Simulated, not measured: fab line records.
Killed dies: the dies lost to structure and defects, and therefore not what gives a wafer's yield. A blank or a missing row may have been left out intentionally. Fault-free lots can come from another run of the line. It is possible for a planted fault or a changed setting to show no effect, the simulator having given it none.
Chamber matching :: flow n5_finfet :: N5_BEOL_M0_SAQP_PECVD_96 on pecvd-01 has 3 sister chambers
The step deposits a-Si from SiH4/He, target thk 45 nm, time 45.2 s. 18 wafers are shown with their chamber, then 9 later ones without.

== EACH WAFER AND ITS CHAMBER ==
wafer: L074.2
chamber: 1
throttle_valve_pct (%): 16.7
showerhead_plenum_p_Torr (Torr): 5.668
heater_power_w (W): 648

wafer: L074.4
chamber: 2
throttle_valve_pct (%): 16.5
showerhead_plenum_p_Torr (Torr): 5.642
heater_power_w (W): 653

wafer: L074.5
chamber: 1
throttle_valve_pct (%): 17.0
showerhead_plenum_p_Torr (Torr): 5.675
heater_power_w (W): 652

wafer: L075.3
chamber: 1
throttle_valve_pct (%): 16.6
showerhead_plenum_p_Torr (Torr): 5.680
heater_power_w (W): 627

wafer: L075.5
chamber: 2
throttle_valve_pct (%): 16.3
showerhead_plenum_p_Torr (Torr): 5.626
heater_power_w (W): 677

wafer: L075.6
chamber: 1
throttle_valve_pct (%): 16.9
showerhead_plenum_p_Torr (Torr): 5.674
heater_power_w (W): 624

wafer: L076.2
chamber: 0
throttle_valve_pct (%): 19.0
showerhead_plenum_p_Torr (Torr): 5.712
heater_power_w (W): 497

wafer: L076.5
chamber: 2
throttle_valve_pct (%): 16.5
showerhead_plenum_p_Torr (Torr): 5.655
heater_power_w (W): 708

wafer: L076.6
chamber: 0
throttle_valve_pct (%): 19.3
showerhead_plenum_p_Torr (Torr): 5.710
heater_power_w (W): 509

wafer: L077.2
chamber: 2
throttle_valve_pct (%): 16.5
showerhead_plenum_p_Torr (Torr): 5.648
heater_power_w (W): 618

wafer: L077.4
chamber: 2
throttle_valve_pct (%): 16.3
showerhead_plenum_p_Torr (Torr): 5.640
heater_power_w (W): 614

wafer: L077.6
chamber: 0
throttle_valve_pct (%): 19.1
showerhead_plenum_p_Torr (Torr): 5.722
heater_power_w (W): 487

wafer: L078.3
chamber: 1
throttle_valve_pct (%): 16.6
showerhead_plenum_p_Torr (Torr): 5.661
heater_power_w (W): 601

wafer: L078.4
chamber: 2
throttle_valve_pct (%): 16.4
showerhead_plenum_p_Torr (Torr): 5.648
heater_power_w (W): 686

wafer: L078.6
chamber: 0
throttle_valve_pct (%): 18.9
showerhead_plenum_p_Torr (Torr): 5.733
heater_power_w (W): 496

wafer: L082.2
chamber: 0
throttle_valve_pct (%): 19.1
showerhead_plenum_p_Torr (Torr): 5.729
heater_power_w (W): 521

wafer: L082.5
chamber: 1
throttle_valve_pct (%): 16.7
showerhead_plenum_p_Torr (Torr): 5.678
heater_power_w (W): 664

wafer: L082.6
chamber: 2
throttle_valve_pct (%): 16.3
showerhead_plenum_p_Torr (Torr): 5.636
heater_power_w (W): 693

SIGNATURES (means of the wafers above)
reading: throttle_valve_pct
chamber 0: 19.080
chamber 1: 16.750
chamber 2: 16.400
scatter within a chamber: 0.137

reading: showerhead_plenum_p_Torr
chamber 0: 5.72120
chamber 1: 5.67267
chamber 2: 5.64214
scatter within a chamber: 0.00893

reading: heater_power_w
chamber 0: 502.00
chamber 1: 636.00
chamber 2: 664.14
scatter within a chamber: 27.7
Rule: distance of a wafer from a chamber = root of the sum over the readings of ((wafer's reading minus chamber's mean) / reading's scatter) squared. If the next closest chamber is less than 2 further off than the closest, the wafer can't be placed; otherwise it belongs to the closest. The scatter is the square root of a quotient: the sum, over the shown wafers, of each reading's squared deviation from its chamber's mean, divided by wafers minus chambers.

== WAFERS MISSING THEIR CHAMBER ==
wafer: L084.2
throttle_valve_pct (%): 16.4
showerhead_plenum_p_Torr (Torr): 5.688
heater_power_w (W): 674

wafer: L084.4
throttle_valve_pct (%): 16.6
showerhead_plenum_p_Torr (Torr): 5.676
heater_power_w (W): 680

wafer: L084.6
throttle_valve_pct (%): 16.5
showerhead_plenum_p_Torr (Torr): 5.657
heater_power_w (W): 632

wafer: L086.2
throttle_valve_pct (%): 16.9
showerhead_plenum_p_Torr (Torr): 5.670
heater_power_w (W): 582

wafer: L086.3
throttle_valve_pct (%): 16.7
showerhead_plenum_p_Torr (Torr): 5.628
heater_power_w (W): 643

wafer: L086.6
throttle_valve_pct (%): 16.7
showerhead_plenum_p_Torr (Torr): 5.638
heater_power_w (W): 632

wafer: L096.1
throttle_valve_pct (%): 16.5
showerhead_plenum_p_Torr (Torr): 5.634
heater_power_w (W): 654

wafer: L096.3
throttle_valve_pct (%): 16.4
showerhead_plenum_p_Torr (Torr): 5.663
heater_power_w (W): 699

wafer: L096.4
throttle_valve_pct (%): 16.4
showerhead_plenum_p_Torr (Torr): 5.682
heater_power_w (W): 577

== WHICH CHAMBER EACH ONE RAN IN ==
wafer: L084.2
from the rows above: can't be placed: 1 or 2
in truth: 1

wafer: L084.4
from the rows above: 1
in truth: 1

wafer: L084.6
from the rows above: can't be placed: 2 or 1
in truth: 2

wafer: L086.2
from the rows above: 1
in truth: 1

wafer: L086.3
from the rows above: 2
in truth: 2

wafer: L086.6
from the rows above: can't be placed: 2 or 1
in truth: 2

wafer: L096.1
from the rows above: 2
in truth: 2

wafer: L096.3
from the rows above: can't be placed: 2 or 1
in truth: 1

wafer: L096.4
from the rows above: can't be placed: 1 or 2
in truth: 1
Correctly placed: 4 of 9. These rows do not allow placing 5 (true chamber among the candidates in 5). Wrongly placed: 0.
